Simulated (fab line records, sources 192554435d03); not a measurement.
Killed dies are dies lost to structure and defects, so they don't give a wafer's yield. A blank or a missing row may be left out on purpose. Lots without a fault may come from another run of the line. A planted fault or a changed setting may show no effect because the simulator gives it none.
Split-lot experiment | flow n5_finfet | 7 lots, 21 wafers read, on a route of 1938 steps

THE SPLIT
At N5_BEOL_M2_TRENCH_ETCH_37 (etches SiOC in C4F6/O2, target depth 55.555 nm, time 29.2 s), the setting source_w was moved away from the recipe's 355 W on 4 of the 21 wafers read, by -17.1% to +15.3%. The other wafers ran this setting at the recipe's value.

The reading is taken at the split's own step.

THE READING
rf_vpp_V, in V, at N5_BEOL_M2_TRENCH_ETCH_37 (etches SiOC in C4F6/O2, target depth 55.555 nm, time 29.2 s). Fault-free wafers of this fab line usually give 664 V, standard deviation 6.8 V.

wafer  | tool, chamber at the split | source_w as run, W | against the recipe | rf_vpp_V, V | against lot-mates on the recipe
L074.1 | rie_diel-06, 2             | 355                | recipe             | 665         | -
L074.4 | rie_diel-06, 3             | 355                | recipe             | 658         | -
L074.5 | rie_diel-06, 3             | 355                | recipe             | 658         | -
L077.1 | rie_diel-06, 0             | 355                | recipe             | 662         | -
L077.3 | rie_diel-06, 3             | 355                | recipe             | 656         | -
L077.5 | rie_diel-06, 0             | 355                | recipe             | 663         | -
L079.2 | rie_diel-02, 2             | 355                | recipe             | 659         | -
L079.4 | rie_diel-02, 1             | 355                | recipe             | 655         | -
L079.6 | rie_diel-02, 2             | 355                | recipe             | 659         | -
L080.2 | rie_diel-04, 1             | 409.3              | +15.3%             | 614         | -60
L080.4 | rie_diel-04, 0             | 355                | recipe             | 674         | -
L080.5 | rie_diel-04, 2             | 409.3              | +15.3%             | 619         | -55
L083.1 | rie_diel-04, 2             | 355                | recipe             | 665         | -
L083.4 | rie_diel-04, 0             | 355                | recipe             | 675         | -
L083.6 | rie_diel-04, 3             | 355                | recipe             | 673         | -
L095.2 | rie_diel-02, 3             | 294.4              | -17.1%             | 742         | +76
L095.3 | rie_diel-02, 1             | 294.4              | -17.1%             | 719         | +53
L095.5 | rie_diel-02, 0             | 355                | recipe             | 666         | -
L094.1 | rie_diel-06, 1             | 355                | recipe             | 665         | -
L094.3 | rie_diel-06, 2             | 355                | recipe             | 665         | -
L094.6 | rie_diel-06, 3             | 355                | recipe             | 656         | -

THE FIT
A straight line over all 21 wafers: rf_vpp_V changes by -3.54 V for each +1% of source_w; r = -0.96; the points scatter about the line by 7.5 V.
The same after taking each lot's own level away (the mean of its wafers on the recipe; 21 wafers): -3.77 V for each +1%; r = -0.98; scatter 4.9 V.
On that fit, the largest move of source_w shifts the reading by 64 V.
The lots' own levels span 657.7 to 674.0 V, that is 2.4 times the standard deviation above.
So the lot-to-lot level changes the slope little: the two slopes agree.
Check: with one of the wafers moved furthest among these (-17.1%) left out of the fit, the line predicts +58.9 V for it against its lot-mates. It came out at +76 V against them.
Tool readings at the split's step, against how far the setting was moved: rf_vpp_V r = -0.96.

OTHER SPLITS ON THESE WAFERS
These wafers also went through other splits before the reading. Each is held against what the fit with the lots' levels taken away leaves over:
other split on the same wafers | wafers away from the commonest value | r with rf_vpp_V (lot level and that fit taken away)
N5_BEOL_M1_EXPOSE_08 dose_mj   | 8                                    | +0.34

THE FILE'S OWN FIT
rf_vpp_V changes by -3.78 V for each +1% of source_w, r = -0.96.
